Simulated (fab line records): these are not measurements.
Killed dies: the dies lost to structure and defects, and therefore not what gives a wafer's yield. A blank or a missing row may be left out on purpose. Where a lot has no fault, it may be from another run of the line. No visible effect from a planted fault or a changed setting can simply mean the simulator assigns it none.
Split-lot study :: flow n5Finfet :: on a route of 1938 steps: 7 lots, 21 wafers read

SPLIT DETAILS
At N5_BEOL_M3_EXPOSE_25 (exposes mask V2, defocus 5 nm), the setting doseMj was moved away from the recipe's 63 on 5 of the 21 wafers read, by -3.0% to +5.1%. The other wafers ran this setting at the recipe's value.

FROM THE SPLIT TO THE READING: what the file shows between them, 2 steps
- N5_BEOL_M3_PEB_26: peb time 60 s
- N5_BEOL_M3_DEVELOP_27: develop time 30 s

THE READING
cdNm, in nm, at N5_BEOL_M3_CD_MEAS_28 (target cd 25.7 nm, target cd y 23.3 nm). On this fab line, fault-free wafers typically give 25.67 nm with a standard deviation of 0.24 nm.

wafer: L075.1
tool, chamber at the split: euvScanner-02, 0
doseMj as run: 65.32
against the recipe: +3.7%
cdNm, nm: 26.01
against lot-mates on the recipe: +0.93

wafer: L075.2
tool, chamber at the split: euvScanner-02, 0
doseMj as run: 65.32
against the recipe: +3.7%
cdNm, nm: 26.02
against lot-mates on the recipe: +0.94

wafer: L075.3
tool, chamber at the split: euvScanner-02, 0
doseMj as run: 63
against the recipe: recipe
cdNm, nm: 25.08
against lot-mates on the recipe: -

wafer: L081.1
tool, chamber at the split: euvScanner-01, 0
doseMj as run: 63
against the recipe: recipe
cdNm, nm: 25.49
against lot-mates on the recipe: -

wafer: L081.2
tool, chamber at the split: euvScanner-01, 0
doseMj as run: 63
against the recipe: recipe
cdNm, nm: 25.58
against lot-mates on the recipe: -

wafer: L081.5
tool, chamber at the split: euvScanner-01, 0
doseMj as run: 63
against the recipe: recipe
cdNm, nm: 25.49
against lot-mates on the recipe: -

wafer: L082.1
tool, chamber at the split: euvScanner-02, 0
doseMj as run: 63
against the recipe: recipe
cdNm, nm: 25.47
against lot-mates on the recipe: -

wafer: L082.2
tool, chamber at the split: euvScanner-02, 0
doseMj as run: 61.14
against the recipe: -3.0%
cdNm, nm: 25.35
against lot-mates on the recipe: -0.24

wafer: L082.5
tool, chamber at the split: euvScanner-02, 0
doseMj as run: 63
against the recipe: recipe
cdNm, nm: 25.71
against lot-mates on the recipe: -

wafer: L084.3
tool, chamber at the split: euvScanner-01, 0
doseMj as run: 63
against the recipe: recipe
cdNm, nm: 25.99
against lot-mates on the recipe: -

wafer: L084.5
tool, chamber at the split: euvScanner-01, 0
doseMj as run: 61.59
against the recipe: -2.2%
cdNm, nm: 25.30
against lot-mates on the recipe: -0.59

wafer: L084.6
tool, chamber at the split: euvScanner-01, 0
doseMj as run: 63
against the recipe: recipe
cdNm, nm: 25.79
against lot-mates on the recipe: -

wafer: L094.3
tool, chamber at the split: euvScanner-01, 0
doseMj as run: 63
against the recipe: recipe
cdNm, nm: 25.38
against lot-mates on the recipe: -

wafer: L094.4
tool, chamber at the split: euvScanner-01, 0
doseMj as run: 63
against the recipe: recipe
cdNm, nm: 25.67
against lot-mates on the recipe: -

wafer: L094.5
tool, chamber at the split: euvScanner-01, 0
doseMj as run: 63
against the recipe: recipe
cdNm, nm: 25.53
against lot-mates on the recipe: -

wafer: L096.2
tool, chamber at the split: euvScanner-02, 0
doseMj as run: 63
against the recipe: recipe
cdNm, nm: 25.66
against lot-mates on the recipe: -

wafer: L096.3
tool, chamber at the split: euvScanner-02, 0
doseMj as run: 63
against the recipe: recipe
cdNm, nm: 25.53
against lot-mates on the recipe: -

wafer: L096.4
tool, chamber at the split: euvScanner-02, 0
doseMj as run: 63
against the recipe: recipe
cdNm, nm: 25.93
against lot-mates on the recipe: -

wafer: L097.3
tool, chamber at the split: euvScanner-02, 0
doseMj as run: 63
against the recipe: recipe
cdNm, nm: 25.70
against lot-mates on the recipe: -

wafer: L097.5
tool, chamber at the split: euvScanner-02, 0
doseMj as run: 66.2
against the recipe: +5.1%
cdNm, nm: 26.85
against lot-mates on the recipe: +1.31

wafer: L097.6
tool, chamber at the split: euvScanner-02, 0
doseMj as run: 63
against the recipe: recipe
cdNm, nm: 25.38
against lot-mates on the recipe: -

FIT RESULTS
A straight line over all 21 wafers: cdNm changes by +0.162 nm for each +1% of doseMj; r = +0.78; the points scatter about the line by 0.24 nm.
The same after taking each lot's own level away (the mean of its wafers on the recipe; 21 wafers): +0.23 nm for each +1%; r = +0.94; scatter 0.15 nm.
That fit puts the effect of the largest move of doseMj on the reading at 1.2 nm.
Measured against the standard deviation above, the lots' own levels, which go from 25.080 to 25.890 nm, span 3.4 times it.
So the lot-to-lot level blurs the effect unless lot-mates are compared.
Check: with one of the wafers moved furthest among these (+5.1%) left out of the fit, the line predicts +1.13 nm for it against its lot-mates. It came out at +1.31 nm against them.

FURTHER SPLITS ON THESE WAFERS
Note: prior to the reading, these wafers also went through further splits. Each is held against what the fit with the lots' levels taken away leaves over:
other split on the same wafers: N5_BEOL_M2_EXPOSE_25 doseMj
wafers away from the commonest value: 8
r with cdNm (lot level and that fit taken away): +0.18

other split on the same wafers: N5_BEOL_M2_ETCH_69 biasW
wafers away from the commonest value: 11
r with cdNm (lot level and that fit taken away): +0.17

other split on the same wafers: N5_BEOL_M2_VIA_ETCH_34 timeS
wafers away from the commonest value: 10
r with cdNm (lot level and that fit taken away): +0.33

other split on the same wafers: N5_BEOL_M2_TRENCH_ETCH_37 biasW
wafers away from the commonest value: 4
r with cdNm (lot level and that fit taken away): -0.17

THE FILE'S OWN FIT
cdNm changes by +0.229 nm for each +1% of doseMj, r = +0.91.
